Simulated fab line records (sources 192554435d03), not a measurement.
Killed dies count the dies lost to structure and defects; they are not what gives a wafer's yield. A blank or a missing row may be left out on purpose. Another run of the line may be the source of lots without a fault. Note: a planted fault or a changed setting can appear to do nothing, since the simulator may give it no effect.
A struck lot beside a sound one | flow n5-finfet | 14 out of 1938 route steps
Sound: wafers L800.1, L800.5, L800.6. Struck: wafers L795.1, L795.4, L795.5. The cause is named last.
Order at every step that has rows: each side's tool, ch and its chambers, its first start. Under that, the readings that differ: sound wafers | struck wafers | difference of the means | sigmas: that difference in standard deviations of wafers without a fault.
alike: a reading whose means differ by less than 2 such deviations, as well as words and numbers matching on both sides. not compared: withheld readings; readings where some wafer has no value; bounds like >300 that might hide an equal value; numbers whose values overlap and for which the record gives no deviation.
Wherever a step has rows on one side only, a row that says differs or no value, or a row with sigmas, the two part there. Numbers that don't overlap but have no deviation are shown without sigmas and don't part them. A reading that every wafer of one side lacks parts them only if that side has two wafers or more.

N5_MIM_BOT_ETCH_STRIP_01: strips in O2.
  sound on rie-diel-06 ch 0,2,3, day 16 00:18; struck on rie-diel-06 ch 2,3, day 14 22:32
  alike: drypump-motor-current-A, oes-product-au, rf-vpp-V, showerhead-plenum-p-Torr, throttle-valve-pct
  not compared: rf-hours-counter-h
then, 3 steps without rows for these wafers: N5_MIM_BOT_ETCH_STRIP_02 (strips in post etch residue remover, time 1200 s); N5_MIM_BOT_ETCH_CLEAN_05 (cleans in IPA, time 180 s); N5_MIM_BOT_ETCH_SRD_06 (time 30 s).
N5_PASSIVATION_PECVD_55: deposits SiO2 from SiH4/N2O, target thk 400 nm, time 22.5 s.
  sound on pecvd-02 ch 1,2, day 16 00:48; struck on pecvd-02 ch 0,1,2, day 14 23:02
  alike: heater-power-w, showerhead-plenum-p-Torr, throttle-valve-pct
N5_PASSIVATION_PECVD_01: deposits SiNx from SiH4/NH3/N2, target thk 200 nm, time 43.2 s.
  sound on pecvd-02 ch 1,2, day 16 00:50; struck on pecvd-02 ch 0,1,2, day 14 23:04
  alike: heater-power-w, showerhead-plenum-p-Torr, throttle-valve-pct
then, 6 steps without rows for these wafers: N5_PASSIVATION_HMDS_03 (time 60 s); N5_PASSIVATION_COAT_04; N5_PASSIVATION_EBR_06; N5_PASSIVATION_SOFTBAKE_05 (time 90 s); N5_PASSIVATION_EXPOSE_07 (exposes mask TV, defocus 0 nm, target cd 3000 nm); N5_PASSIVATION_PEB_08.
N5_PASSIVATION_DEVELOP_09: develop time 60 s.
  sound on litho-track-01 ch 0, day 16 01:05; struck on litho-track-02, day 14 23:26
  no value came back on the struck wafers for chill-plate-temp-C (C), develop-time-s (s); on the sound wafers chill-plate-temp-C (C) reads 23.06 23.12 23.07
  not compared: model.coat_of_PASSIVATION_COAT_04.thk-nm
then, 1 step without rows for these wafers: N5_PASSIVATION_HARDBAKE_11 (time 120 s).

== WHERE THEY PART ==
At N5_PASSIVATION_DEVELOP_09 and nowhere else, as far as this record goes.

WHY: what had been put in by the simulator
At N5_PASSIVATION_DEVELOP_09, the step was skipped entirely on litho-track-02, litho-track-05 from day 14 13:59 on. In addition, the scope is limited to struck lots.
